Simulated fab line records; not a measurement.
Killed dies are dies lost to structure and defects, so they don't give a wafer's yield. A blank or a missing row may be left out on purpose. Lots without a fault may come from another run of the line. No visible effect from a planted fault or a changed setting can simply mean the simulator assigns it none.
Which tool did it? | flow n5_finfet | 72 wafers from 24 lots sampled at 5 of the route's 1938 steps

## WHAT THE GAUGES READ, wafer by wafer
N5_BEOL_M10_CD_MEAS_11 targets a cd of 64.1 nm. Usual: cd_nm at 64.0 nm, with a standard deviation of 0.54.
lot  | measured     | on        | cd_nm (nm)     | flag
L074 | day 10 00:06 | cd_sem-02 | 62.6 63.1 62.7 |
L075 | day 10 05:38 | cd_sem-03 | 63.6 64.0 63.9 |
L076 | day 10 12:17 | cd_sem-01 | 63.4 64.0 64.5 |
L077 | day 10 12:07 | cd_sem-02 | 63.9 64.1 63.6 |
L078 | day 10 22:46 | cd_sem-03 | 64.8 64.6 65.0 |
L079 | day 11 00:14 | cd_sem-02 | 63.8 63.4 63.2 |
L080 | day 11 09:31 | cd_sem-02 | 63.4 63.7 64.3 |
L081 | day 11 13:16 | cd_sem-03 | 64.8 64.1 65.1 |
L082 | day 11 13:41 | cd_sem-01 | 63.5 63.2 64.1 |
L083 | day 12 01:32 | cd_sem-03 | 63.1 63.4 64.0 |
L085 | day 12 05:07 | cd_sem-01 | 64.6 64.8 64.0 |
L084 | day 12 08:43 | cd_sem-02 | 64.2 64.3 64.5 |
L086 | day 13 08:29 | cd_sem-02 | 65.0 64.5 64.4 |
L087 | day 13 09:59 | cd_sem-02 | 64.2 64.5 64.1 |
L089 | day 13 18:44 | cd_sem-03 | 64.0 63.7 63.3 |
L088 | day 13 23:04 | cd_sem-02 | 64.6 64.6 64.5 |
L091 | day 14 02:58 | cd_sem-02 | 63.9 64.0 63.2 |
L090 | day 14 21:39 | cd_sem-01 | 64.0 64.3 64.9 |
L092 | day 15 09:46 | cd_sem-01 | 64.3 63.6 63.6 |
L093 | day 16 03:42 | cd_sem-01 | 64.1 63.5 64.6 |
L094 | day 16 11:41 | cd_sem-01 | 63.3 63.5 63.4 |
L096 | day 16 12:29 | cd_sem-03 | 64.7 64.0 64.5 |
L097 | day 17 09:11 | cd_sem-01 | 64.2 64.0 63.7 |
L095 | day 17 23:12 | cd_sem-02 | 64.0 63.5 64.3 |

N5_BEOL_M11_CD_MEAS_18: pitch 140 nm, target cd 70 nm. Usual: cd_nm at 70.1 nm, with a standard deviation of 0.55.
lot  | measured     | on        | cd_nm (nm)     | flag
L074 | day 10 10:41 | cd_sem-02 | 70.1 71.0 70.3 |
L075 | day 10 13:20 | cd_sem-02 | 70.2 70.1 70.7 |
L076 | day 10 20:01 | cd_sem-02 | 69.5 69.4 69.6 |
L077 | day 10 20:19 | cd_sem-02 | 70.8 69.7 71.3 |
L078 | day 11 06:06 | cd_sem-01 | 69.9 69.5 70.0 |
L079 | day 11 07:38 | cd_sem-03 | 69.7 70.4 69.7 |
L080 | day 11 16:21 | cd_sem-03 | 69.8 69.7 69.4 |
L081 | day 11 20:31 | cd_sem-01 | 70.3 70.3 70.8 |
L082 | day 12 01:25 | cd_sem-03 | 70.8 70.3 70.7 |
L083 | day 12 09:21 | cd_sem-02 | 70.2 69.7 69.9 |
L085 | day 12 15:48 | cd_sem-03 | 70.5 70.8 69.8 |
L084 | day 12 17:21 | cd_sem-02 | 70.2 70.4 70.6 |
L086 | day 13 15:16 | cd_sem-01 | 71.2 71.6 70.8 |
L087 | day 13 19:59 | cd_sem-01 | 69.2 69.8 69.3 |
L089 | day 14 01:50 | cd_sem-01 | 69.4 69.9 69.3 |
L088 | day 14 07:42 | cd_sem-03 | 70.2 69.6 69.8 |
L091 | day 14 12:56 | cd_sem-03 | 70.0 69.3 70.5 |
L090 | day 15 04:41 | cd_sem-03 | 69.3 70.1 70.6 |
L092 | day 15 21:04 | cd_sem-01 | 70.3 69.9 69.9 |
L093 | day 16 13:22 | cd_sem-03 | 69.2 69.6 69.5 |
L094 | day 17 01:41 | cd_sem-03 | 70.2 70.3 70.2 |
L096 | day 17 01:56 | cd_sem-01 | 70.1 70.3 70.5 |
L097 | day 17 22:47 | cd_sem-01 | 70.3 70.6 70.9 |
L095 | day 18 11:33 | cd_sem-01 | 69.9 69.8 71.6 |

## WHICH TOOL RAN EACH LOT (tool, then ch and the chambers of the sampled wafers, then the start)
lot  | N5_BEOL_M10_CURE_71           | N5_BEOL_M10_CURE_72           | N5_BEOL_M10_DEGAS_44
L074 | uv_cure-01 ch 2, day 9 21:34  | uv_cure-01 ch 2, day 10 05:26 | pvd_sputter-03, day 10 05:47
L075 | uv_cure-03 ch 1, day 10 01:37 | uv_cure-01 ch 1, day 10 07:43 | pvd_sputter-03, day 10 08:36
L076 | uv_cure-03 ch 0, day 10 10:07 | uv_cure-02 ch 1, day 10 15:04 | pvd_sputter-01, day 10 15:34
L077 | uv_cure-02 ch 1, day 10 10:27 | uv_cure-03 ch 2, day 10 15:14 | pvd_sputter-03, day 10 15:53
L078 | uv_cure-03 ch 0, day 10 21:02 | uv_cure-03 ch 0, day 11 00:31 | pvd_sputter-03, day 11 02:25
L079 | uv_cure-03 ch 1, day 10 22:23 | uv_cure-03 ch 0, day 11 02:56 | pvd_sputter-01, day 11 03:15
L080 | uv_cure-02 ch 2, day 11 07:17 | uv_cure-02 ch 2, day 11 11:31 | pvd_sputter-02, day 11 11:57
L081 | uv_cure-03 ch 1, day 11 12:14 | uv_cure-03 ch 1, day 11 15:53 | pvd_sputter-01, day 11 16:10
L082 | uv_cure-01 ch 2, day 11 12:26 | uv_cure-01 ch 0, day 11 16:07 | pvd_sputter-01, day 11 16:50
L083 | uv_cure-02 ch 2, day 11 21:43 | uv_cure-02 ch 2, day 12 04:07 | pvd_sputter-01, day 12 04:52
L085 | uv_cure-02 ch 2, day 12 02:57 | uv_cure-01 ch 1, day 12 08:46 | pvd_sputter-01, day 12 09:03
L084 | uv_cure-03 ch 2, day 12 06:43 | uv_cure-03 ch 2, day 12 10:39 | pvd_sputter-03, day 12 10:59
L086 | uv_cure-01 ch 1, day 13 07:16 | uv_cure-01 ch 2, day 13 10:38 | pvd_sputter-01, day 13 11:00
L087 | uv_cure-01 ch 1, day 13 09:14 | uv_cure-03 ch 1, day 13 14:24 | pvd_sputter-02, day 13 14:40
L089 | uv_cure-01 ch 0, day 13 14:51 | uv_cure-02 ch 0, day 13 20:31 | pvd_sputter-03, day 13 21:58
L088 | uv_cure-01 ch 2, day 13 21:17 | uv_cure-01 ch 1, day 14 01:16 | pvd_sputter-01, day 14 01:52
L091 | uv_cure-02 ch 0, day 14 01:40 | uv_cure-02 ch 2, day 14 06:23 | pvd_sputter-03, day 14 07:00
L090 | uv_cure-03 ch 2, day 14 20:16 | uv_cure-02 ch 0, day 14 23:36 | pvd_sputter-02, day 14 23:56
L092 | uv_cure-03 ch 0, day 15 06:53 | uv_cure-02 ch 2, day 15 13:11 | pvd_sputter-01, day 15 13:47
L093 | uv_cure-03 ch 2, day 16 02:52 | uv_cure-01 ch 0, day 16 06:23 | pvd_sputter-02, day 16 06:39
L094 | uv_cure-02 ch 1, day 16 07:02 | uv_cure-03 ch 2, day 16 18:37 | pvd_sputter-01, day 16 19:19
L096 | uv_cure-01 ch 0, day 16 08:22 | uv_cure-01 ch 2, day 16 18:59 | pvd_sputter-01, day 16 19:29
L097 | uv_cure-01 ch 1, day 17 07:47 | uv_cure-03 ch 1, day 17 14:08 | pvd_sputter-03, day 17 15:55
L095 | uv_cure-01 ch 2, day 17 22:02 | uv_cure-02 ch 0, day 18 02:56 | pvd_sputter-01, day 18 03:14
- N5_BEOL_M10_CURE_71: cures SiCOH lowk, time 240 s.
- N5_BEOL_M10_CURE_72: cures SiCOH lowk, time 120 s.
- N5_BEOL_M10_DEGAS_44: time 60 s.

## WHAT THE TOOLS THEMSELVES READ (means of the sampled wafers that have a number; where no wafer has one, the mark that the record gives instead)
N5_BEOL_M10_CURE_71. Usual: lamp_power_pct 52.32 %, standard deviation 0.051; wafer_temp_C_max 386.8, standard deviation 0.58.
lot  | tool       | lamp_power_pct (%) | wafer_temp_C_max | flag
L074 | uv_cure-01 | 52.30              | 386.1            |
L075 | uv_cure-03 | 52.32              | 386.5            |
L076 | uv_cure-03 | 52.26              | 387.5            |
L077 | uv_cure-02 | 52.29              | 386.4            |
L078 | uv_cure-03 | 52.32              | 387.6            |
L079 | uv_cure-03 | 52.30              | 386.2            |
L080 | uv_cure-02 | 52.34              | 387.3            |
L081 | uv_cure-03 | 52.33              | 386.0            |
L082 | uv_cure-01 | 52.30              | 386.1            |
L083 | uv_cure-02 | 52.30              | 387.3            |
L085 | uv_cure-02 | 52.28              | 387.5            |
L084 | uv_cure-03 | 52.29              | 386.6            |
L086 | uv_cure-01 | 52.31              | 387.5            |
L087 | uv_cure-01 | 52.37              | 387.2            |
L089 | uv_cure-01 | 52.33              | 386.7            |
L088 | uv_cure-01 | 52.28              | 386.4            |
L091 | uv_cure-02 | 52.35              | 386.8            |
L090 | uv_cure-03 | 52.29              | 386.7            |
L092 | uv_cure-03 | 52.28              | 387.5            |
L093 | uv_cure-03 | 52.33              | 387.1            |
L094 | uv_cure-02 | 52.30              | 386.1            |
L096 | uv_cure-01 | 52.31              | 386.4            |
L097 | uv_cure-01 | 52.33              | 387.2            |
L095 | uv_cure-01 | 52.37              | 386.4            |

N5_BEOL_M10_CURE_72. Usual: lamp_power_pct 52.31 %, standard deviation 0.058; wafer_temp_C_max 371.8, standard deviation 0.53.
lot  | tool       | lamp_power_pct (%) | wafer_temp_C_max | flag
L074 | uv_cure-01 | 52.20              | 371.2            |
L075 | uv_cure-01 | 52.35              | 372.4            |
L076 | uv_cure-02 | 52.32              | 371.7            |
L077 | uv_cure-03 | 52.30              | 372.0            |
L078 | uv_cure-03 | 52.35              | 372.2            |
L079 | uv_cure-03 | 52.33              | 372.6            |
L080 | uv_cure-02 | 52.33              | 372.8            |
L081 | uv_cure-03 | 52.32              | 371.6            |
L082 | uv_cure-01 | 52.32              | 371.9            |
L083 | uv_cure-02 | 52.33              | 372.2            |
L085 | uv_cure-01 | 52.25              | 372.1            |
L084 | uv_cure-03 | 52.30              | 371.7            |
L086 | uv_cure-01 | 52.32              | 371.2            |
L087 | uv_cure-03 | 52.28              | 371.2            |
L089 | uv_cure-02 | 52.29              | 372.2            |
L088 | uv_cure-01 | 52.29              | 372.1            |
L091 | uv_cure-02 | 52.32              | 371.7            |
L090 | uv_cure-02 | 52.29              | 371.9            |
L092 | uv_cure-02 | 52.27              | 372.0            |
L093 | uv_cure-01 | 52.34              | 371.9            |
L094 | uv_cure-03 | 52.31              | 371.8            |
L096 | uv_cure-01 | 52.33              | 370.8            |
L097 | uv_cure-03 | 52.28              | 371.4            |
L095 | uv_cure-02 | 52.32              | 371.9            |

N5_BEOL_M10_DEGAS_44. Usual: heater_power_w at 332 W, with a standard deviation of 27.
lot  | tool           | heater_power_w (W) | flag
L074 | pvd_sputter-03 | 376                |
L075 | pvd_sputter-03 | 370                |
L076 | pvd_sputter-01 | 311                |
L077 | pvd_sputter-03 | 375                |
L078 | pvd_sputter-03 | 325                |
L079 | pvd_sputter-01 | 321                |
L080 | pvd_sputter-02 | 327                |
L081 | pvd_sputter-01 | 324                |
L082 | pvd_sputter-01 | 324                |
L083 | pvd_sputter-01 | 320                |
L085 | pvd_sputter-01 | 313                |
L084 | pvd_sputter-03 | 348                |
L086 | pvd_sputter-01 | 322                |
L087 | pvd_sputter-02 | 320                |
L089 | pvd_sputter-03 | 394                |
L088 | pvd_sputter-01 | 316                |
L091 | pvd_sputter-03 | 375                |
L090 | pvd_sputter-02 | 326                |
L092 | pvd_sputter-01 | 326                |
L093 | pvd_sputter-02 | 328                |
L094 | pvd_sputter-01 | 311                |
L096 | pvd_sputter-01 | 312                |
L097 | pvd_sputter-03 | 341                |
L095 | pvd_sputter-01 | 320                |

## THE ANSWER, worked out from the rows above alone
Rule: a lot counts as off when the mean over its wafers that have a number is more than 3 standard deviations away from the usual mean. A lot without any number at a reading at which 4 lots or more have one is off too. Any other lot the step has rows for is counted as sound. After the gauges, taken in route order, come the tools' own readings; for these a lot's mean is taken, as printed above. At the first step where some lot is off, the reading lying furthest off is the one used; lots without a number count as furthest.
No lot is off at any reading shown: from this, nothing can be told.

## WHAT HAD BEEN PUT IN BY THE SIMULATOR
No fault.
